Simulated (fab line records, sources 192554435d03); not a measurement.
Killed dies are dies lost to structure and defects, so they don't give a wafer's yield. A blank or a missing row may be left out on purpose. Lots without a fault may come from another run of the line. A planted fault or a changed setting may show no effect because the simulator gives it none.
Chamber matching | flow n5_finfet | N5_BEOL_M10_ETCH_62 on rie_diel-05: 4 sister chambers
The step etches SOC in N2/H2, target depth 110 nm, overetch 22 nm, time 165 s. 18 wafers are shown with their chamber, then 9 later ones without.

WAFERS WITH THEIR CHAMBER
wafer  | chamber | showerhead_plenum_p_Torr (Torr) | drypump_motor_current_A (A) | throttle_valve_pct (%)
L074.3 | 3       | 2.62                            | 6.3                         | 17.74
L074.4 | 1       | 2.46                            | 5.9                         | 17.86
L074.5 | 2       | 2.47                            | 5.8                         | 17.86
L078.2 | 3       | 2.62                            | 6.3                         | 17.75
L078.3 | 0       | 2.57                            | 5.7                         | 17.65
L078.6 | 1       | 2.46                            | 5.9                         | 17.86
L082.1 | 1       | 2.46                            | 5.9                         | 17.86
L082.2 | 0       | 2.57                            | 5.8                         | 17.64
L082.6 | 0       | 2.57                            | 5.8                         | 17.65
L086.1 | 0       | 2.57                            | 5.7                         | 17.66
L086.4 | 1       | 2.45                            | 5.9                         | 17.90
L086.6 | 1       | 2.45                            | 5.8                         | 17.91
L091.1 | 1       | 2.45                            | 5.9                         | 17.90
L091.3 | 2       | 2.46                            | 5.8                         | 17.90
L091.6 | 2       | 2.46                            | 5.8                         | 17.92
L093.1 | 3       | 2.61                            | 6.3                         | 17.81
L093.4 | 0       | 2.56                            | 5.7                         | 17.69
L093.6 | 0       | 2.56                            | 5.7                         | 17.69

SIGNATURES (means of the wafers above)
reading                  | chamber 0 | chamber 1 | chamber 2 | chamber 3 | scatter within a chamber
showerhead_plenum_p_Torr | 2.5667    | 2.4550    | 2.4633    | 2.6167    | 0.00546
drypump_motor_current_A  | 5.733     | 5.883     | 5.800     | 6.300     | 0.0393
throttle_valve_pct       | 17.6633   | 17.8817   | 17.8933   | 17.7667   | 0.0267
Rule: a wafer's distance from a chamber is the root of the sum, over the readings, of the square of ((its reading less the chamber's mean) divided by the reading's scatter). The wafer belongs to the nearest chamber; if the next one is less than 2 further off, it can't be placed. The scatter: the root of (the sum of the squares of (reading less its chamber's mean) over the shown wafers, divided by (wafers less chambers)).

WAFERS WITHOUT THEIR CHAMBER
wafer  | showerhead_plenum_p_Torr (Torr) | drypump_motor_current_A (A) | throttle_valve_pct (%)
L095.2 | 2.44                            | 5.9                         | 17.94
L095.4 | 2.44                            | 5.9                         | 17.93
L095.5 | 2.45                            | 5.8                         | 17.93
L097.2 | 2.45                            | 5.8                         | 17.94
L097.3 | 2.60                            | 6.3                         | 17.82
L097.5 | 2.60                            | 6.3                         | 17.82
L096.3 | 2.45                            | 5.8                         | 17.94
L096.4 | 2.44                            | 5.9                         | 17.95
L096.6 | 2.45                            | 5.8                         | 17.95

WHICH CHAMBER EACH WENT THROUGH
wafer  | from the rows above     | in truth
L095.2 | can't be placed: 1 or 2 | 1
L095.4 | can't be placed: 1 or 2 | 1
L095.5 | can't be placed: 2 or 1 | 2
L097.2 | can't be placed: 2 or 1 | 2
L097.3 | 3                       | 3
L097.5 | 3                       | 3
L096.3 | can't be placed: 2 or 1 | 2
L096.4 | can't be placed: 1 or 2 | 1
L096.6 | can't be placed: 2 or 1 | 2
Placed correctly: 2 of 9. Can't be placed from these rows: 7 (the true chamber is among the candidates in 7). Placed wrongly: 0.
